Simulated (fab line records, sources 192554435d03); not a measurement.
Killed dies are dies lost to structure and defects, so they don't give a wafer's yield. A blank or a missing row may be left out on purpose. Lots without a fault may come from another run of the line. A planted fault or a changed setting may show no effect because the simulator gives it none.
fab line records | flow n5_finfet | part 2 of 2: steps 19 to 31 of 31
record lots=5 wafers=15 last_day=18
route steps=1938 shown BEOL_M6@1223
lots that met no fault: from a run of the same line without faults
start_h: hours from the record's first day to the start of the lot's first wafer shown | wait_h: hours since the lot's step before | " the same as in the row above | L1.1+2: a row that stands for several wafers | - no value, or no start given | * or withheld: withheld | < > ~ a bound
route shown NAME@n: a module of which the file shows steps, and the number in the route of the first | usual: mean/standard deviation of fault-free wafers | same: alike in all rows | chamber/n: place in a boat | sites: the reading at each site | _std_site: their standard deviation | _edge_site: outer sites' mean less inner sites' | radius_mm: how far each site lies from the wafer's centre | mask NAME#n: copy n | behind: the tool/chamber that last shaped the wafer | hold: why the lot was held/for how many hours/how that ended | device: the transistor (n, p or np) that didn't switch | end of line: the same wafers' tests at the end of the route | a step without rows: its recipe alone | killed: dies lost to structure and defects at the first sort, not the wafer's yield | map: a wafer's dies, x killed, . not, _ none there
set.NAME: the setting as run; set.NAME@STEP: as run at that earlier step | model.NAME: the simulator's own value behind a step, which no gauge read
lots at some steps of the route; a table a step, a row a wafer
services: from which hour (start_h, from the record's first day; less than 0 if before it) a tool's chamber was out of use, for how many hours, and why
## steps
# step N5_BEOL_M6_STRIP_80
# recipe chemistry=N2/H2 time_s=10 power_w=450 temp_c=40 pressure_mtorr=20 rf_frequency_hz=6e+07 bias_power_w=7 n2_flow_sccm=200 h2_flow_sccm=200
# usual drypump_motor_current_A=5.7/0.51 oes_product_au=0.80/0.11 rf_vpp_V=59.2/0.88 showerhead_plenum_p_Torr=2.52/0.084 throttle_valve_pct=23.73/0.26
# columns lot.wafer tool chamber start_h wait_h drypump_motor_current_A oes_product_au rf_hours_counter_h rf_vpp_V showerhead_plenum_p_Torr throttle_valve_pct
L075.1 rie_diel-01 2 - - 5.1 0.72 187 59.4 2.53 23.89
L075.2 " 0 " " 6.4 0.70 208 59.3 2.50 23.79
L075.5 " 3 " " 5.7 0.74 - 60.9 2.64 23.76
L080.1 rie_diel-02 3 - - 5.4 0.96 8 58.8 2.60 23.53
L080.2 " 0 " " 5.9 0.95 19 59.9 2.49 23.41
L080.6 " 0 " " 5.9 0.94 - 59.3 2.49 23.41
L087.1 rie_diel-05 3 - - 5.9 0.70 216 60.4 2.41 23.74
L087.2 " 1 " " 5.2 0.81 102 58.8 2.45 23.68
L087.4 " 0 " " 5.7 1.02 1 58.7 2.50 23.62
L095.1 rie_diel-01 1 - - 5.2 0.73 190 59.2 2.42 24.43
L095.3 " 0 " " 6.3 0.68 249 57.8 2.49 23.83
L095.5 " 3 " " 5.7 0.71 - 60.4 2.62 23.79
L096.1 rie_diel-05 0 - - 5.7 0.93 23 57.2 2.49 23.63
L096.4 " 3 " " 5.9 0.69 238 59.0 2.40 23.76
L096.6 " 2 " " 5.1 0.69 - 57.6 2.40 23.34
# step N5_BEOL_M6_OCD_MEAS_38
# usual trench_depth_nm=94.4/1.4
# columns lot.wafer tool chamber start_h wait_h trench_depth_nm
L075.1 ocd-02 - 211.80 - 93.5
L075.2 " - " " 92.7
L075.5 " - " " 92.6
L080.1 ocd-01 - 235.25 - 95.9
L080.2 " - " " 96.0
L080.6 " - " " 96.4
L087.1 ocd-02 - 276.05 - 94.7
L087.2 " - " " 94.1
L087.4 " - " " 96.1
L095.1 ocd-01 - 326.55 - 93.4
L095.3 " - " " 93.1
L095.5 " - " " 93.4
L096.1 ocd-01 - 338.76 - 95.8
L096.4 " - " " 96.0
L096.6 " - " " 92.7
# step N5_BEOL_M6_HM_STRIP_39
# recipe chemistry=peroxide_tin_strip material=TiN target_depth_a=250 temp_c=50 time_s=158
# columns lot.wafer tool chamber start_h wait_h
L075.1+2+5 wet_bench-06 3,5,4 211.83 0.0
L080.1+2+6 wet_bench-03 6,3,5 235.29 0.0
L087.1+2+4 wet_bench-06 5,4,7 276.08 0.0
L095.1+3+5 wet_bench-03 6,4,7 326.58 0.0
L096.1+4+6 wet_bench-03 2,0,1 338.82 0.1
# step N5_BEOL_M6_SRD_40
# recipe time_s=30 temp_c=23 rinse_liquid=diw dry=ipa_marangoni
# columns lot.wafer tool chamber start_h wait_h
L075.1+2+5 wet_bench-06 3,5,4 211.88 0.0
L080.1+2+6 wet_bench-03 6,3,5 235.33 0.0
L087.1+2+4 wet_bench-06 5,4,7 276.13 0.0
L095.1+3+5 wet_bench-03 6,4,7 326.63 0.0
L096.1+4+6 wet_bench-03 2,0,1 338.86 0.0
# step N5_BEOL_M6_PRECLEAN_42
# recipe chemistry=residue_remover time_s=60 temp_c=40
# columns lot.wafer tool chamber start_h wait_h
L075.1+2+5 wet_bench-06 3,5,4 211.89 0.0
L080.1+2+6 wet_bench-03 6,3,5 235.35 0.0
L087.1+2+4 wet_bench-06 5,4,7 276.14 0.0
L095.1+3+5 wet_bench-03 6,4,7 326.64 0.0
L096.1+4+6 wet_bench-03 2,0,1 338.88 0.0
# step N5_BEOL_M6_SRD_43
# recipe time_s=30 temp_c=23 rinse_liquid=diw dry=ipa_marangoni
# columns lot.wafer tool chamber start_h wait_h
L075.1+2+5 wet_bench-06 3,5,4 211.91 0.0
L080.1+2+6 wet_bench-03 6,3,5 235.37 0.0
L087.1+2+4 wet_bench-06 5,4,7 276.16 0.0
L095.1+3+5 wet_bench-03 6,4,7 326.66 0.0
L096.1+4+6 wet_bench-03 2,0,1 338.90 0.0
# step N5_BEOL_M6_CD_MEAS_35
# recipe target_cd_nm=40 target_cd_y_nm=28 polarity=opening
# usual cd_nm=40.1/0.43
# columns lot.wafer tool chamber start_h wait_h cd_nm
L075.1 cd_sem-01 - 211.95 0.0 40.2
L075.2 " - " " 40.2
L075.5 " - " " 39.1
L080.1 cd_sem-01 - 235.41 0.0 39.6
L080.2 " - " " 40.1
L080.6 " - " " 41.1
L087.1 cd_sem-02 - 276.20 0.0 41.0
L087.2 " - " " 40.3
L087.4 " - " " 39.6
L095.1 cd_sem-02 - 326.70 0.0 40.9
L095.3 " - " " 39.8
L095.5 " - " " 40.3
L096.1 cd_sem-03 - 338.94 0.0 39.9
L096.4 " - " " 39.8
L096.6 " - " " 39.0
# step N5_BEOL_M6_CURE_75
# recipe temp_c=370 time_s=120 ambient=DMADMS/He material=SiCOH_lowk
# usual lamp_power_pct=52.31/0.051 wafer_temp_C_max=371.7/0.51
# columns lot.wafer tool chamber start_h wait_h lamp_power_pct wafer_temp_C_max
L075.1 uv_cure-02 2 211.99 0.0 52.29 371.2
L075.2 " 2 " " 52.21 371.3
L075.5 " 2 " " 52.29 371.4
L080.1 uv_cure-02 1 235.45 0.0 52.33 372.0
L080.2 " 1 " " 52.37 372.1
L080.6 " 1 " " 52.32 372.3
L087.1 uv_cure-01 0 276.24 0.0 52.34 371.9
L087.2 " 0 " " 52.27 372.1
L087.4 " 0 " " 52.39 371.4
L095.1 uv_cure-03 2 326.74 0.0 52.30 371.6
L095.3 " 2 " " 52.27 372.2
L095.5 " 2 " " 52.23 371.5
L096.1 uv_cure-01 1 338.98 0.0 52.31 371.2
L096.4 " 1 " " 52.29 371.7
L096.6 " 1 " " 52.31 371.4
# step N5_BEOL_M6_DEGAS_44
# recipe ambient=vacuum temp_c=250 time_s=60
# usual heater_power_w=326/31
# columns lot.wafer tool chamber start_h wait_h heater_power_w
L075.1 pvd_sputter-01 - 212.39 0.3 364
L075.2 " - " " 318
L075.5 " - " " 362
L080.1 pvd_sputter-03 - 235.84 0.3 365
L080.2 " - " " 341
L080.6 " - " " 304
L087.1 pvd_sputter-02 - 276.85 0.6 378
L087.2 " - " " 370
L087.4 " - " " 321
L095.1 pvd_sputter-01 - 327.44 0.6 355
L095.3 " - " " 289
L095.5 " - " " 313
L096.1 pvd_sputter-01 - 339.81 0.8 285
L096.4 " - " " 312
L096.6 " - " " 284
# step N5_BEOL_M6_PRE_CLEAN_45
# recipe gas=H2/He time_s=30 temp_c=250
# usual heater_power_w=325/31
# columns lot.wafer tool chamber start_h wait_h heater_power_w
L075.1 pvd_sputter-01 - 212.43 0.0 349
L075.2 " - " " 316
L075.5 " - " " 349
L080.1 pvd_sputter-03 - 235.88 0.0 362
L080.2 " - " " 351
L080.6 " - " " 308
L087.1 pvd_sputter-02 - 276.89 0.0 381
L087.2 " - " " 369
L087.4 " - " " 315
L095.1 pvd_sputter-01 - 327.48 0.0 353
L095.3 " - " " 273
L095.5 " - " " 323
L096.1 pvd_sputter-01 - 339.85 0.0 290
L096.4 " - " " 319
L096.6 " - " " 281
# step N5_BEOL_M6_ALD_77
# recipe material=TaN target_thk_a=20 temp_c=275 ald_precursor_family=PDMAT ald_co_reactant=NH3 pressure_torr=3 carrier_flow_sccm=1500 pulse_time_s=2 purge_time_s=3 co_reactant_purge_time_s=2 co_reactant_pulse_time_s=3 ald_cycles=40 precursor_vessel_temp_c=75 precursor_vessel_pressure_torr=26.25 precursor_vessel_carrier_sccm=1000
# usual heater_power_w=415/73 mfc_carrier_sccm=1500/4.4
# columns lot.wafer tool chamber start_h wait_h heater_power_w mfc_carrier_sccm
L075.1 ald_metal-01 3 212.52 0.1 338 1508
L075.2 " 0 " " 448 1498
L075.5 " 2 " " 376 1503
L080.1 ald_metal-04 3 235.99 0.1 346 1496
L080.2 " 0 " " 332 1499
L080.6 " 2 " " 463 1501
L087.1 ald_metal-01 2 276.97 0.1 368 1504
L087.2 " 3 " " 334 1496
L087.4 " 0 " " 461 1502
L095.1 ald_metal-01 2 327.62 0.1 375 1500
L095.3 " 3 " " 326 1492
L095.5 " 2 " " 379 1505
L096.1 ald_metal-04 1 340.04 0.2 570 1497
L096.4 " 2 " " 459 1500
L096.6 " 0 " " 339 1495
# step N5_BEOL_M6_SURFACE_TREAT_79
# recipe gas=Ar time_s=* ion_energy_ev=* ion_current_ma_cm2=0.5 pressure_mtorr=* ar_flow_sccm=30
# usual throttle_valve_pct=*
# columns lot.wafer tool chamber start_h wait_h throttle_valve_pct
L075.1 pvd_sputter-01 - 214.37 1.7 *
L075.2 " - " " *
L075.5 " - " " *
L080.1 pvd_sputter-02 - 236.30 0.2 *
L080.2 " - " " *
L080.6 " - " " *
L087.1 pvd_sputter-02 - 277.25 0.2 *
L087.2 " - " " *
L087.4 " - " " *
L095.1 pvd_sputter-02 - 328.00 0.3 *
L095.3 " - " " *
L095.5 " - " " *
L096.1 pvd_sputter-02 - 340.59 0.4 *
L096.4 " - " " *
L096.6 " - " " *
# step N5_BEOL_M6_CVD_78
# recipe material=Co target_thk_a=20 temp_c=withheld precursor=CCTBA/H2 pressure_torr=30 time_s=142.3
# columns lot.wafer tool chamber start_h wait_h
L075.1+2+5 cvd_co-02 1,0,0 214.46 0.1
L080.1+2+6 cvd_co-01 2,1,2 236.44 0.1
L087.1+2+4 cvd_co-01 2,1,0 277.31 0.0
L095.1+3+5 cvd_co-01 1,2,2 328.29 0.3
L096.1+4+6 cvd_co-01 0,1,2 341.03 0.4
## services
# columns tool chamber start_h hours kind
ald_metal-04 - 206.17 0.3 repair
uv_cure-01 - 217.50 4.4 repair
ald_metal-04 - 220.59 2.8 pm
rie_diel-02 - 226.47 0.7 repair
euv_scanner-01 - 234.35 1.0 pm
rie_diel-02 1 237.00 5.9 repair
euv_scanner-02 - 238.50 1.0 pm
cvd_co-01 - 245.95 6.9 pm
uv_cure-03 - 249.72 1.2 repair
euv_scanner-02 - 250.18 4.6 pm
rie_diel-05 0 251.31 - clean
uv_cure-02 - 259.75 6.0 pm
euv_scanner-01 - 263.56 5.8 pm
uv_cure-02 - 265.75 1.0 pm
cvd_co-02 - 284.48 3.8 pm
euv_scanner-02 - 287.37 0.2 repair
euv_scanner-02 - 289.40 12.0 pm
uv_cure-02 - 299.32 24.9 pm
euv_scanner-01 - 301.40 1.0 pm
euv_scanner-02 - 302.41 1.0 pm
rie_diel-01 3 303.84 3.5 repair
euv_scanner-01 - 317.38 4.6 pm
cvd_co-01 2 319.64 1.8 repair
ald_metal-01 - 337.25 14.0 pm
